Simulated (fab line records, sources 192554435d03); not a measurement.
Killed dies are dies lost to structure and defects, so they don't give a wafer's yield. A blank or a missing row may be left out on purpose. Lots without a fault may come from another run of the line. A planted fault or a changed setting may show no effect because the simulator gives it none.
Chamber matching | flow n5_finfet | N5_DUMMY_GATE_STRIP_48 on rie_diel-05: 4 sister chambers
The step strips in N2/H2, time 20 s. 4 wafers are shown with their chamber, then 12 later ones without.

WAFERS WITH THEIR CHAMBER
wafer  | chamber | drypump_motor_current_A (A)
L084.5 | 2       | 5.3
L086.4 | 0       | 5.0
L088.4 | 1       | 6.0
L088.6 | 3       | 5.8

WAFERS WITHOUT THEIR CHAMBER
wafer  | drypump_motor_current_A (A)
L089.3 | 6.0
L089.4 | 5.8
L089.6 | 6.0
L091.2 | 5.3
L091.3 | 5.8
L091.4 | 5.1
L093.2 | 5.8
L093.3 | 5.0
L093.4 | 6.0
L096.2 | 5.3
L096.4 | 5.0
L096.6 | 6.0

WHICH CHAMBER EACH WENT THROUGH
wafer  | from the rows above | in truth
L089.3 | 1                   | 1
L089.4 | 3                   | 3
L089.6 | 1                   | 1
L091.2 | 2                   | 2
L091.3 | 3                   | 3
L091.4 | 0                   | 0
L093.2 | 3                   | 3
L093.3 | 0                   | 0
L093.4 | 1                   | 1
L096.2 | 2                   | 2
L096.4 | 0                   | 0
L096.6 | 1                   | 1
Placed correctly: 12 of 12. Can't be placed from these rows: 0. Placed wrongly: 0.
How it was worked out, from the rows above alone: a wafer's distance from a chamber is the root of the sum, over the readings, of the square of ((its reading less the chamber's mean) divided by the reading's scatter). The wafer belongs to the nearest chamber; if the next one is less than 2 further off, it can't be placed. A chamber's mean is the mean of its shown wafers. The scatter: with one shown wafer a chamber, the root of the mean of the squares of how far each hidden wafer lies from its nearest shown one.
